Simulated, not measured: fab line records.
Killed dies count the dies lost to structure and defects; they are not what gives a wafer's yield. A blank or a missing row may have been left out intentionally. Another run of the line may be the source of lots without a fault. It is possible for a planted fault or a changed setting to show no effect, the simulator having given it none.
Which tool did it? + flow nandHarc + 36 wafers from 12 lots sampled at 6 of the route's 1159 steps

## WHAT THE GAUGES READ, wafer by wafer
NHARC_A_M1_INSPECT_11.
| lot  | measured     | on               | rawDefectCount |
|------|--------------|------------------|----------------|
| L074 | day 18 08:58 | defectInspect-01 | 32 33 29       |
| L078 | day 18 09:26 | defectInspect-02 | 40 29 33       |
| L080 | day 18 23:32 | defectInspect-01 | 45 42 36       |
| L083 | day 19 09:38 | defectInspect-01 | 28 36 28       |
| L085 | day 20 02:18 | defectInspect-01 | 21 32 24       |
| L084 | day 20 10:45 | defectInspect-02 | 36 43 35       |
| L086 | day 20 12:19 | defectInspect-02 | 30 40 36       |
| L088 | day 21 08:20 | defectInspect-02 | 21 36 33       |
| L091 | day 21 22:49 | defectInspect-01 | 32 33 33       |
| L092 | day 22 04:05 | defectInspect-02 | 49 52 55       |
| L094 | day 22 11:04 | defectInspect-01 | 44 51 44       |
| L096 | day 23 06:04 | defectInspect-02 | 43 46 41       |

## TOOL THAT RAN EACH LOT (tool first, then ch and the chambers of the sampled wafers, then the start)
| lot  | NHARC_A_CONTACT_CMP_20        | NHARC_A_BLC_DESCUM_15             | NHARC_A_BLC_CVD_24                      | NHARC_A_M0_PRE_CLEAN_29                | NHARC_A_M0_CMP_23             |
|------|-------------------------------|-----------------------------------|-----------------------------------------|----------------------------------------|-------------------------------|
| L074 | cmp-01 ch 1,2,3, day 17 13:08 | rieDiel-08 ch 0,2, day 17 14:08   | cvdW-01 ch 0,1, day 18 00:13 or earlier | pvdSputter-01, day 18 00:13 or earlier | cmp-02 ch 1,2,3, day 18 00:13 |
| L078 | cmp-01 ch 2,3, day 17 22:09   | rieDiel-01 ch 0,2, day 17 23:17   | cvdW-02 ch 0,1, day 18 05:54 or earlier | pvdSputter-02, day 18 05:54 or earlier | cmp-04 ch 0,2,3, day 18 05:54 |
| L080 | cmp-04 ch 0,1, day 18 14:13   | rieDiel-01 ch 1,2,3, day 18 15:20 | cvdW-02 ch 1, day 18 21:31 or earlier   | pvdSputter-01, day 18 21:31 or earlier | cmp-04 ch 0,1,3, day 18 21:31 |
| L083 | cmp-01 ch 0,1,3, day 18 20:29 | rieDiel-01 ch 2,3, day 18 21:34   | cvdW-02 ch 0,1, day 19 07:49 or earlier | pvdSputter-03, day 19 07:49 or earlier | cmp-02 ch 0,1,2, day 19 07:49 |
| L085 | cmp-01 ch 1,2,3, day 19 13:06 | rieDiel-05 ch 1,2,3, day 19 14:10 | cvdW-02 ch 0,1, day 20 00:25 or earlier | pvdSputter-02, day 20 00:25 or earlier | cmp-02 ch 0,1, day 20 00:25   |
| L084 | cmp-01 ch 2,3, day 20 01:30   | rieDiel-01 ch 1,2, day 20 02:34   | cvdW-01 ch 0,1, day 20 08:47 or earlier | pvdSputter-01, day 20 08:47 or earlier | cmp-01 ch 1,3, day 20 08:47   |
| L086 | cmp-04 ch 0,1,2, day 20 02:59 | rieDiel-01 ch 0,1,2, day 20 03:57 | cvdW-01 ch 0,1, day 20 10:20 or earlier | pvdSputter-02, day 20 10:20 or earlier | cmp-02 ch 0,2,3, day 20 10:20 |
| L088 | cmp-04 ch 0,2, day 20 22:31   | rieDiel-05 ch 1,2,3, day 20 23:29 | cvdW-02 ch 0,1, day 21 05:55 or earlier | pvdSputter-02, day 21 05:55 or earlier | cmp-04 ch 0,2, day 21 05:55   |
| L091 | cmp-03 ch 0,1,2, day 21 10:00 | rieDiel-08 ch 2,3, day 21 11:05   | cvdW-01 ch 0,1, day 21 20:49 or earlier | pvdSputter-02, day 21 20:49 or earlier | cmp-01 ch 0,2,3, day 21 20:49 |
| L092 | cmp-01 ch 0,1, day 21 18:04   | rieDiel-05 ch 0,1,2, day 21 19:06 | cvdW-01 ch 0,1, day 22 02:03 or earlier | pvdSputter-03, day 22 02:03 or earlier | cmp-02 ch 2,3, day 22 02:03   |
| L094 | cmp-03 ch 1,2, day 21 23:35   | rieDiel-05 ch 0,2, day 22 00:42   | cvdW-02 ch 0,1, day 22 09:08 or earlier | pvdSputter-03, day 22 09:08 or earlier | cmp-02 ch 0,2,3, day 22 09:08 |
| L096 | cmp-04 ch 2,3, day 22 16:46   | rieDiel-01 ch 1,2,3, day 22 17:52 | cvdW-02 ch 0,1, day 23 04:06 or earlier | pvdSputter-03, day 23 04:06 or earlier | cmp-04 ch 0,3, day 23 04:06   |
- NHARC_A_CONTACT_CMP_20: polishes, t overpolish 30 s, target thk 300 nm.
- NHARC_A_BLC_DESCUM_15: chemistry O2, time 3 s.
- NHARC_A_BLC_CVD_24: deposits W, target thk 150 nm, time 434 s.
- NHARC_A_M0_PRE_CLEAN_29: time 30 s.
- NHARC_A_M0_CMP_23: polishes, t overpolish 20 s, target thk 113.75 nm.

## THE ANSWER, worked out from the rows above alone
Rule: the usual values come from the lots themselves. Put in order of their means at a reading, lots are off if they are a third of the lots or fewer, leave a main group of 4 or more, and stand apart from it by a gap of 3 or more times the standard deviation of the main group's means; of several such gaps the widest counts. The tables above print the reading to a certain number of digits; a main group whose means all agree to those digits is not used. A lot without any number at a reading at which 4 lots or more have one is off too. The other lots that the step has rows for count as sound.
Across all readings shown, no lot is off: no conclusion can be drawn from this.

## WHAT THE SIMULATOR PUT IN
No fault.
